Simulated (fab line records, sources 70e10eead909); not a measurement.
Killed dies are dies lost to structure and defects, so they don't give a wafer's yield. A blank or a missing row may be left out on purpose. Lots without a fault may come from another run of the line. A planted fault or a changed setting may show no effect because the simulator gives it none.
Chamber matching | flow nand_harc | NHARC_A_DECK1_JOINT_CMP_13 on cmp-03: 3 sister chambers
The step polishes, target thk 51.023 nm. 6 wafers are shown with their chamber, then 6 later ones without.

WAFERS WITH THEIR CHAMBER
wafer  | chamber | motor_current_A (A) | time_to_endpoint_s (s)
L550.3 | 3       | 12.4                | 14.0
L557.3 | 0       | 11.6                | 8.4
L557.5 | 1       | 11.5                | 9.2
L557.6 | 0       | 10.6                | 9.3
L560.1 | 3       | 12.4                | 12.5
L560.2 | 1       | 11.2                | 11.3

WAFERS WITHOUT THEIR CHAMBER
wafer  | motor_current_A (A) | time_to_endpoint_s (s)
L560.6 | 11.9                | 13.8
L562.2 | 12.8                | 16.6
L562.6 | 12.0                | 13.9
L567.2 | 12.7                | 9.7
L567.5 | 10.8                | 6.1
L567.6 | 11.3                | 8.1

WHICH CHAMBER EACH WENT THROUGH
wafer  | from the rows above          | in truth
L560.6 | 3                            | 3
L562.2 | 3                            | 3
L562.6 | 3                            | 3
L567.2 | can't be placed: 1 or 3 or 0 | 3
L567.5 | can't be placed: 0 or 1      | 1
L567.6 | can't be placed: 0 or 1      | 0
Placed correctly: 3 of 6. Can't be placed from these rows: 3 (the true chamber is among the candidates in 3). Placed wrongly: 0.
How it was worked out, from the rows above alone: a wafer's distance from a chamber is the root of the sum, over the readings, of the square of ((its reading less the chamber's mean) divided by the reading's scatter). The wafer belongs to the nearest chamber; if the next one is less than 2 further off, it can't be placed. A chamber's mean is the mean of its shown wafers. The scatter: the root of (the sum of the squares of (reading less its chamber's mean) over the shown wafers, divided by (wafers less chambers)).
